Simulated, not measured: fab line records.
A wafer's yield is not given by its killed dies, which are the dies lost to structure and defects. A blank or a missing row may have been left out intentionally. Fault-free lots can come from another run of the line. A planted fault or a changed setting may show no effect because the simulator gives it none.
Chamber matching	flow nand_harc	rie_diel-13 running NHARC_THIN_TSV_DESCUM_35: 4 sister chambers
The step chemistry O2, time 3 s. 8 wafers are shown with their chamber, then 7 later ones without.

## WAFERS PAIRED WITH THEIR CHAMBERS
wafer	chamber	drypump_motor_current_A (A)	oes_product_au (a.u.)
L282.1	1	5.8	0.994
L285.1	1	5.7	0.988
L289.3	3	6.5	1.025
L289.5	3	6.5	1.024
L291.2	2	5.4	0.984
L291.5	0	5.2	0.997
L299.3	0	5.2	1.003
L299.4	2	5.4	1.008

## WAFERS MISSING THEIR CHAMBER
wafer	drypump_motor_current_A (A)	oes_product_au (a.u.)
L299.5	5.4	1.012
L300.1	5.4	0.999
L300.3	5.3	1.002
L300.5	5.7	1.010
L301.2	5.4	1.001
L301.4	5.8	0.997
L301.6	6.5	1.009

## CHAMBER TAKEN BY EACH
wafer	from the rows above	in truth
L299.5	2	2
L300.1	2	2
L300.3	can't be placed: 0 or 2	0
L300.5	1	1
L301.2	2	2
L301.4	1	1
L301.6	3	3
6 of 7 placed correctly. Cannot be placed on the basis of these rows: 1; the candidates contain the true chamber in 1. Number placed wrongly: 0.
How it was worked out, from the rows above alone: a wafer's distance from a chamber is the root of the sum, over the readings, of the square of ((its reading less the chamber's mean) divided by the reading's scatter). The wafer belongs to the nearest chamber; if the next one is less than 2 further off, it can't be placed. For every chamber, the mean is computed from those of its wafers that are shown. How the scatter is found: for the shown wafers, subtract from each reading the mean of its chamber, square and add these, divide the total by (wafers less chambers), then take the root.
